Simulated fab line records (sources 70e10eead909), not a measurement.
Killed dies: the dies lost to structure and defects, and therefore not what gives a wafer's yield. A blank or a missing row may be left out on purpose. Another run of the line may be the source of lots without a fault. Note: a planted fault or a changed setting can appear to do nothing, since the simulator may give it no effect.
Matching of chambers ; flow nand harc ; NHARC_A_M1_STRIP_18 on rie diel-12 has 4 sister chambers
The step strips in N2/H2. 8 wafers are shown with their chamber, then 7 later ones without.

EACH WAFER AND ITS CHAMBER
wafer;chamber;showerhead plenum p Torr (Torr);h2 flow sccm (sccm)
L792.4;3;1.94;150.0
L793.3;0;2.20;149.3
L793.5;1;2.18;149.1
L794.2;3;1.94;149.9
L794.4;1;2.18;149.8
L794.5;2;2.20;150.4
L804.2;2;2.20;150.5
L804.3;0;2.19;149.5

WAFERS WHOSE CHAMBER IS MISSING
wafer;showerhead plenum p Torr (Torr);h2 flow sccm (sccm)
L804.6;2.20;149.9
L805.1;1.93;150.1
L805.3;2.20;149.9
L805.4;2.19;149.8
L809.1;2.18;149.8
L809.2;2.20;150.4
L809.4;2.19;149.8

WHICH CHAMBER EACH WENT THROUGH
wafer;from the rows above;in truth
L804.6;can't be placed: 2 or 0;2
L805.1;3;3
L805.3;can't be placed: 2 or 0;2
L805.4;can't be placed: 0 or 1 or 2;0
L809.1;1;1
L809.2;2;2
L809.4;can't be placed: 0 or 1 or 2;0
Correctly placed: 3 of 7. Unplaceable from these rows: 4, with the true chamber sitting among the candidates in 4. 0 placed wrongly.
How it was worked out, from the rows above alone: a wafer's distance from a chamber is the root of the sum, over the readings, of the square of ((its reading less the chamber's mean) divided by the reading's scatter). The wafer belongs to the nearest chamber; if the next one is less than 2 further off, it can't be placed. Each chamber's mean is taken over the wafers shown for it. The scatter is the square root of a quotient: the sum, over the shown wafers, of each reading's squared deviation from its chamber's mean, divided by wafers minus chambers.
